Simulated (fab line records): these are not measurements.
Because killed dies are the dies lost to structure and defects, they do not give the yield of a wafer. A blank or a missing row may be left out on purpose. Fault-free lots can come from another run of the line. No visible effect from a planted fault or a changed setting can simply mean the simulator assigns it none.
Chamber matching :: flow n5 finfet :: rie diel-06 running N5_BEOL_M7_ETCH_62: 4 sister chambers
The step etches SOC in N2/H2, target depth 110 nm, overetch 22 nm, time 165 s. 8 wafers are shown with their chamber, then 10 later ones without.

EACH WAFER AND ITS CHAMBER
wafer: L083.6
chamber: 2
showerhead plenum p Torr (Torr): 2.36
drypump motor current A (A): 5.9

wafer: L081.2
chamber: 3
showerhead plenum p Torr (Torr): 2.51
drypump motor current A (A): 5.8

wafer: L081.4
chamber: 1
showerhead plenum p Torr (Torr): 2.55
drypump motor current A (A): 5.3

wafer: L080.1
chamber: 3
showerhead plenum p Torr (Torr): 2.51
drypump motor current A (A): 5.8

wafer: L080.3
chamber: 0
showerhead plenum p Torr (Torr): 2.48
drypump motor current A (A): 5.5

wafer: L080.6
chamber: 1
showerhead plenum p Torr (Torr): 2.55
drypump motor current A (A): 5.4

wafer: L089.1
chamber: 0
showerhead plenum p Torr (Torr): 2.48
drypump motor current A (A): 5.5

wafer: L089.2
chamber: 2
showerhead plenum p Torr (Torr): 2.35
drypump motor current A (A): 5.9

WAFERS WITH NO CHAMBER GIVEN
wafer: L089.6
showerhead plenum p Torr (Torr): 2.35
drypump motor current A (A): 5.9

wafer: L086.2
showerhead plenum p Torr (Torr): 2.48
drypump motor current A (A): 5.5

wafer: L086.4
showerhead plenum p Torr (Torr): 2.54
drypump motor current A (A): 5.4

wafer: L086.6
showerhead plenum p Torr (Torr): 2.50
drypump motor current A (A): 5.8

wafer: L095.2
showerhead plenum p Torr (Torr): 2.54
drypump motor current A (A): 5.4

wafer: L095.4
showerhead plenum p Torr (Torr): 2.54
drypump motor current A (A): 5.4

wafer: L095.5
showerhead plenum p Torr (Torr): 2.35
drypump motor current A (A): 5.9

wafer: L097.1
showerhead plenum p Torr (Torr): 2.35
drypump motor current A (A): 5.9

wafer: L097.4
showerhead plenum p Torr (Torr): 2.54
drypump motor current A (A): 5.4

wafer: L097.6
showerhead plenum p Torr (Torr): 2.47
drypump motor current A (A): 5.6

THE CHAMBER EACH PASSED THROUGH
wafer: L089.6
from the rows above: 2
in truth: 2

wafer: L086.2
from the rows above: 0
in truth: 0

wafer: L086.4
from the rows above: 1
in truth: 1

wafer: L086.6
from the rows above: 3
in truth: 3

wafer: L095.2
from the rows above: 1
in truth: 1

wafer: L095.4
from the rows above: 1
in truth: 1

wafer: L095.5
from the rows above: 2
in truth: 2

wafer: L097.1
from the rows above: 2
in truth: 2

wafer: L097.4
from the rows above: 1
in truth: 1

wafer: L097.6
from the rows above: 0
in truth: 0
Correct placement for 10 of the 10. From these rows, 0 cannot be placed. Placed wrongly: 0.
How it was worked out, from the rows above alone: a wafer's distance from a chamber is the root of the sum, over the readings, of the square of ((its reading less the chamber's mean) divided by the reading's scatter). If the next closest chamber is less than 2 further off than the closest, the wafer can't be placed; otherwise it belongs to the closest. For every chamber, the mean is computed from those of its wafers that are shown. The scatter: take each reading less its chamber's mean, square it, sum over the shown wafers, divide by the number of wafers less the number of chambers, and take the root.
